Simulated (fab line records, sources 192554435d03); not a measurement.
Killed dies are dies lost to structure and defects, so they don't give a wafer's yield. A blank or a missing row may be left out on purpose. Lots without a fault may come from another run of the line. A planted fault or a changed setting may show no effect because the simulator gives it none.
Split-lot experiment | flow n5_finfet | 7 lots, 21 wafers read, on a route of 1938 steps

THE SPLIT
At N5_MOL_CONTACT_COAG_ALD_133 (deposits SiO2, target thk 5 nm, pulse time 1 s, co reactant pulse time 1 s), the setting ald_cycles was moved away from the recipe's 35 on 7 of the 21 wafers read, by +5.7% to +11.4%. The other wafers ran this setting at the recipe's value.

The reading is taken at the split's own step.

THE READING
SiO2_of_MOL_CONTACT_COAG_ALD_133.thk_nm (the simulator's own value, which no gauge read), in nm, at N5_MOL_CONTACT_COAG_ALD_133 (deposits SiO2, target thk 5 nm, pulse time 1 s, co reactant pulse time 1 s). The file gives no usual value for it.

wafer  | tool, chamber at the split | ald_cycles as run | against the recipe | SiO2_of_MOL_CONTACT_COAG_ALD_133.thk_nm, nm | against lot-mates on the recipe
L075.1 | ald_sin-03, 3,0,2          | 35                | recipe             | 5                                           | -
L075.2 | ald_sin-03, 3,0,2          | 35                | recipe             | 5                                           | -
L075.3 | ald_sin-03, 3,0,2          | 35                | recipe             | 5                                           | -
L076.3 | ald_sin-01, 3,1,0          | 35                | recipe             | 5                                           | -
L076.4 | ald_sin-01, 3,1,0          | 35                | recipe             | 5                                           | -
L076.6 | ald_sin-01, 3,1,0          | 35                | recipe             | 5                                           | -
L081.1 | ald_sin-01, 2,3,0          | 35                | recipe             | 5                                           | -
L081.2 | ald_sin-01, 2,3,0          | 35                | recipe             | 5                                           | -
L081.3 | ald_sin-01, 2,3,0          | 35                | recipe             | 5                                           | -
L083.1 | ald_sin-04, 0              | 35                | recipe             | 5                                           | -
L083.2 | ald_sin-04, 3,1            | 39                | +11.4%             | 5.6                                         | +0.6
L083.3 | ald_sin-04, 3,1            | 39                | +11.4%             | 5.6                                         | +0.6
L086.3 | ald_sin-04, 0              | 35                | recipe             | 5                                           | -
L086.4 | ald_sin-04, 2,1            | 38                | +8.6%              | 5.4                                         | +0.4
L086.6 | ald_sin-04, 2,1            | 38                | +8.6%              | 5.4                                         | +0.4
L089.1 | ald_sin-01, 3              | 35                | recipe             | 5                                           | -
L089.3 | ald_sin-01, 2,1            | 38                | +8.6%              | 5.4                                         | +0.4
L089.4 | ald_sin-01, 2,1            | 38                | +8.6%              | 5.4                                         | +0.4
L090.4 | ald_sin-03, 1              | 35                | recipe             | 5                                           | -
L090.5 | ald_sin-03, 1              | 35                | recipe             | 5                                           | -
L090.6 | ald_sin-03, 0              | 37                | +5.7%              | 5.2                                         | +0.2
Where a row lists several chambers, the file gives one row for several wafers and doesn't say which wafer went through which chamber.

THE FIT
A straight line over all 21 wafers: SiO2_of_MOL_CONTACT_COAG_ALD_133.thk_nm changes by +0.049 nm for each +1% of ald_cycles; r = +0.99; the points scatter about the line by 0.024 nm.
The same after taking each lot's own level away (the mean of its wafers on the recipe; 21 wafers): +0.049 nm for each +1%; r = +0.99; scatter 0.024 nm.
On that fit, the largest move of ald_cycles shifts the reading by 0.56 nm.
The lots' own levels span 5.00 to 5.00 nm.
So the lot-to-lot level changes the slope little: the two slopes agree.
Check: with one of the wafers moved furthest among these (+11.4%) left out of the fit, the line predicts +0.544 nm for it against its lot-mates. It came out at +0.6 nm against them.

OTHER SPLITS ON THESE WAFERS
These wafers also went through other splits before the reading. Each is held against what the fit with the lots' levels taken away leaves over:
other split on the same wafers        | wafers away from the commonest value | r with SiO2_of_MOL_CONTACT_COAG_ALD_133.thk_nm (lot level and that fit taken away)
N5_SDB_ALD_29 ald_cycles              | 7                                    | +0.06
N5_HKMG_FIN_COAT_06 spin_rpm          | 4                                    | -0.17
N5_MOL_CONTACT_COAG_EXPOSE_05 dose_mj | 5                                    | +0.11
N5_MOL_CONTACT_COAG_COAT_76 spin_rpm  | 6                                    | -0.45

THE FILE'S OWN FIT
SiO2_of_MOL_CONTACT_COAG_ALD_133.thk_nm changes by +0.0479 nm for each +1% of ald_cycles, r = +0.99.
